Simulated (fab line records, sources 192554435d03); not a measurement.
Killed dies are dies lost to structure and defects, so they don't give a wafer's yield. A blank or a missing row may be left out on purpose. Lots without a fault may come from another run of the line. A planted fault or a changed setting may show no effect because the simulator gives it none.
Which tool did it? | flow n5_finfet | 10 lots, 30 wafers sampled, at 6 steps of a route of 1938

WHAT THE GAUGES READ, wafer by wafer
The record holds no reading of a measuring or inspecting step that can be judged against a usual standard deviation.

WHICH TOOL RAN EACH LOT (tool, then ch and the chambers of the sampled wafers, then the start)
lot  | N5_BEOL_M4_SPUTTER_96        | N5_BEOL_M4_PRE_CLEAN_60          | N5_BEOL_M5_HM_DEP_02         | N5_BEOL_M5_COAT_60                | N5_BEOL_M5_ETCH_61                 | N5_PASSIVATION_PROBE_49
L902 | pvd_sputter-01, day 7 23:26  | cvd_co-02 ch 0,1,2, day 8 00:16  | pvd_sputter-03, day 8 03:28  | litho_track-05 ch 0, day 8 03:35  | rie_diel-02 ch 0,1,2, day 8 04:09  | -
L908 | pvd_sputter-03, day 10 04:44 | cvd_co-02 ch 1,2, day 10 06:37   | pvd_sputter-01, day 10 09:24 | litho_track-05 ch 0, day 10 09:31 | rie_diel-04 ch 0,1,3, day 10 10:22 | -
L909 | pvd_sputter-02, day 10 08:03 | cvd_co-02 ch 1,2, day 10 08:52   | pvd_sputter-03, day 10 13:05 | litho_track-05 ch 0, day 10 13:13 | rie_diel-01 ch 1,2,3, day 10 13:39 | prober-01, day 14 20:10
L911 | pvd_sputter-02, day 10 09:59 | cvd_co-02 ch 1,2, day 10 10:49   | pvd_sputter-02, day 10 13:41 | litho_track-05 ch 0, day 10 13:50 | rie_diel-01 ch 0,1,2, day 10 14:28 | -
L913 | pvd_sputter-01, day 11 02:11 | cvd_co-01 ch 0,1, day 11 03:01   | pvd_sputter-01, day 11 06:57 | litho_track-05 ch 0, day 11 07:05 | rie_diel-01 ch 1,2,3, day 11 07:38 | prober-01, day 15 18:26
L921 | pvd_sputter-01, day 13 13:17 | cvd_co-01 ch 1,2, day 13 14:20   | pvd_sputter-03, day 13 20:27 | litho_track-01 ch 0, day 13 20:35 | rie_diel-04 ch 0,1, day 13 21:23   | prober-02, day 18 03:42
L920 | pvd_sputter-01, day 13 15:37 | cvd_co-02 ch 0,1,2, day 13 16:34 | pvd_sputter-03, day 13 21:03 | litho_track-03 ch 0, day 13 21:11 | rie_diel-02 ch 1,2,3, day 13 21:55 | -
L922 | pvd_sputter-03, day 13 20:05 | cvd_co-02 ch 1,2, day 13 20:55   | pvd_sputter-01, day 14 00:28 | litho_track-05 ch 0, day 14 00:35 | rie_diel-01 ch 0,1, day 14 01:14   | -
L923 | pvd_sputter-02, day 14 00:04 | cvd_co-02 ch 1,2, day 14 00:53   | pvd_sputter-03, day 14 03:32 | litho_track-01 ch 0, day 14 03:40 | rie_diel-02 ch 1,2,3, day 14 04:14 | prober-01, day 18 08:50
L924 | pvd_sputter-03, day 14 03:22 | cvd_co-01 ch 0,1, day 14 04:11   | pvd_sputter-02, day 14 06:34 | litho_track-05 ch 0, day 14 06:41 | rie_diel-04 ch 0,1,3, day 14 07:08 | -
- N5_BEOL_M4_SPUTTER_96: material Cu, target thk 4.5 nm, time 8.29 s.
- N5_BEOL_M4_PRE_CLEAN_60: time 15 s.
- N5_BEOL_M5_HM_DEP_02: deposits TiN, target thk 20 nm.
- N5_BEOL_M5_COAT_60: time 60 s, resist thk 12 nm.
- N5_BEOL_M5_ETCH_61: etches SiARC in CF4, target depth 15.6 nm, time 26 s.
- N5_PASSIVATION_PROBE_49

WHAT THE TOOLS THEMSELVES READ (means of the sampled wafers that have a number; where no wafer has one, the mark that the record gives instead)
N5_BEOL_M4_SPUTTER_96. Usual: chuck_gas_flow_sccm 1.26 sccm, standard deviation 0.057; throttle_valve_pct 29.8 %, standard deviation 1.4.
lot  | tool           | chuck_gas_flow_sccm (sccm) | throttle_valve_pct (%) | flag
L902 | pvd_sputter-01 | 1.26                       | 29.9                   |
L908 | pvd_sputter-03 | 1.22                       | 30.1                   |
L909 | pvd_sputter-02 | 1.26                       | 29.9                   |
L911 | pvd_sputter-02 | 1.28                       | 30.9                   |
L913 | pvd_sputter-01 | 1.22                       | 29.6                   |
L921 | pvd_sputter-01 | 1.23                       | 28.1                   |
L920 | pvd_sputter-01 | 1.20                       | 28.3                   |
L922 | pvd_sputter-03 | 1.28                       | 29.5                   |
L923 | pvd_sputter-02 | 1.29                       | 30.3                   |
L924 | pvd_sputter-03 | 1.24                       | 30.0                   |

N5_BEOL_M4_PRE_CLEAN_60. Usual: heater_power_w 98 W, standard deviation 23.
lot  | tool      | heater_power_w (W) | flag
L902 | cvd_co-02 | 98                 |
L908 | cvd_co-02 | 121                |
L909 | cvd_co-02 | 119                |
L911 | cvd_co-02 | 106                |
L913 | cvd_co-01 | 102                |
L921 | cvd_co-01 | 110                |
L920 | cvd_co-02 | 98                 |
L922 | cvd_co-02 | 121                |
L923 | cvd_co-02 | 122                |
L924 | cvd_co-01 | 104                |

N5_BEOL_M5_HM_DEP_02. Usual: throttle_valve_pct 29.8 %, standard deviation 1.4.
lot  | tool           | throttle_valve_pct (%) | flag
L902 | pvd_sputter-03 | 30.2                   |
L908 | pvd_sputter-01 | 29.7                   |
L909 | pvd_sputter-03 | 31.0                   |
L911 | pvd_sputter-02 | 30.8                   |
L913 | pvd_sputter-01 | 28.4                   |
L921 | pvd_sputter-03 | 30.2                   |
L920 | pvd_sputter-03 | 29.1                   |
L922 | pvd_sputter-01 | 29.0                   |
L923 | pvd_sputter-03 | 30.0                   |
L924 | pvd_sputter-02 | 30.3                   |

N5_BEOL_M5_COAT_60. Usual: spin_speed_rpm 1499.9 rpm, standard deviation 0.98.
lot  | tool           | spin_speed_rpm (rpm) | flag
L902 | litho_track-05 | 1500.0               |
L908 | litho_track-05 | 1499.1               |
L909 | litho_track-05 | 1498.3               |
L911 | litho_track-05 | 1643.9               | OFF
L913 | litho_track-05 | 1643.8               | OFF
L921 | litho_track-01 | 1500.7               |
L920 | litho_track-03 | 1498.9               |
L922 | litho_track-05 | 1499.9               |
L923 | litho_track-01 | 1500.3               |
L924 | litho_track-05 | 1500.3               |

N5_BEOL_M5_ETCH_61. Usual: drypump_motor_current_A 5.5 A, standard deviation 0.31; etch_rf_on_time_s 25.7 s, standard deviation 0.43; oes_product_au 0.70 a.u., standard deviation 0.072; rf_vpp_V 184.1 V, standard deviation 1.1; showerhead_plenum_p_Torr 2.15 Torr, standard deviation 0.066; throttle_valve_pct 15.49 %, standard deviation 0.29.
lot  | tool        | drypump_motor_current_A (A) | etch_rf_on_time_s (s) | oes_product_au (a.u.) | rf_vpp_V (V) | showerhead_plenum_p_Torr (Torr) | throttle_valve_pct (%) | flag
L902 | rie_diel-02 | 5.8                         | 25.9                  | 0.69                  | 184.5        | 2.18                            | 15.54                  |
L908 | rie_diel-04 | 5.1                         | 25.7                  | 0.71                  | 183.3        | 2.19                            | 15.52                  |
L909 | rie_diel-01 | 5.5                         | 25.7                  | 0.71                  | 183.4        | 2.11                            | 15.48                  |
L911 | rie_diel-01 | 5.7                         | 24.6                  | 0.68                  | 184.1        | 2.13                            | 15.51                  |
L913 | rie_diel-01 | 5.5                         | 24.5                  | 0.70                  | 183.8        | 2.10                            | 15.51                  |
L921 | rie_diel-04 | 5.0                         | 26.0                  | 0.64                  | 184.9        | 2.16                            | 15.75                  |
L920 | rie_diel-02 | 5.9                         | 26.0                  | 0.65                  | 184.5        | 2.17                            | 15.61                  |
L922 | rie_diel-01 | 5.8                         | 26.0                  | 0.62                  | 183.9        | 2.13                            | 15.84                  |
L923 | rie_diel-02 | 5.9                         | 26.2                  | 0.64                  | 184.8        | 2.16                            | 15.61                  |
L924 | rie_diel-04 | 5.1                         | 25.9                  | 0.68                  | 184.6        | 2.18                            | 15.57                  |

N5_PASSIVATION_PROBE_49. Usual: defect_limited_yield 91.1 %, standard deviation 1.5; killed_at_M0_to_M3 35, standard deviation 9.5; killed_at_M4_up 13, standard deviation 5.2; killed_at_contacts 12, standard deviation 6.1; killed_at_front_end 41, standard deviation 14; killed_at_other 3.8, standard deviation 2.9; killed_dies 105, standard deviation 17; killed_on_rim 13, standard deviation 4.1; killed_open 70, standard deviation 13; killed_short 33, standard deviation 8.4; sort_bin_5_function 5.1 %, standard deviation 0.97; sort_bin_6_memory 3.4 %, standard deviation 0.69; sort_bin_8_speed 0.00 %, standard deviation 0.007; sort_n_pass 1075, standard deviation 17; sort_yield_pct 91.1 %, standard deviation 1.5.
lot  | tool      | defect_limited_yield (%) | killed_at_M0_to_M3 | killed_at_M4_up | killed_at_contacts | killed_at_front_end | killed_at_other | killed_dies | killed_on_rim | killed_open | killed_short | sort_bin_5_function (%) | sort_bin_6_memory (%) | sort_bin_8_speed (%) | sort_n_pass | sort_yield_pct (%) | flag
L909 | prober-01 | 92.7                     | 39                 | 12              | 8                  | 21                  | 6.0             | 86          | 10            | 59          | 26           | 4.1                     | 2.9                   | 0.00                 | 1094        | 92.7               |
L913 | prober-01 | 91.8                     | 32                 | 16              | 14                 | 32                  | 2.7             | 97          | 10            | 64          | 31           | 4.8                     | 3.2                   | 0.00                 | 1083        | 91.8               |
L921 | prober-02 | 89.7                     | 32                 | 18              | 18                 | 52                  | 2.0             | 122         | 14            | 80          | 35           | 5.8                     | 4.0                   | 0.00                 | 1058        | 89.7               |
L923 | prober-01 | 92.6                     | 37                 | 10              | 8                  | 24                  | 7.7             | 87          | 10            | 58          | 28           | 4.3                     | 2.8                   | 0.00                 | 1093        | 92.6               |

THE ANSWER, worked out from the rows above alone
Rule: a lot is off if the mean of its wafers that have a number lies more than 3 standard deviations from the usual mean. A lot without any number at a reading at which 4 lots or more have one is off too. The other lots that the step has rows for count as sound. The gauges are gone through in route order, then the tools' own readings, and for those a lot's mean is taken as printed above. The first step at which some lot is off is used, and at that step the reading that is off furthest; a lot without a number counts as furthest.
Off: L911, L913, at N5_BEOL_M5_COAT_60 (spin_speed_rpm).
A tool fits if, at that step or a process step before it, it ran every lot that is off, and no sound lot after the first of them. None of those tried fits.

WHAT THE SIMULATOR HAD PUT IN
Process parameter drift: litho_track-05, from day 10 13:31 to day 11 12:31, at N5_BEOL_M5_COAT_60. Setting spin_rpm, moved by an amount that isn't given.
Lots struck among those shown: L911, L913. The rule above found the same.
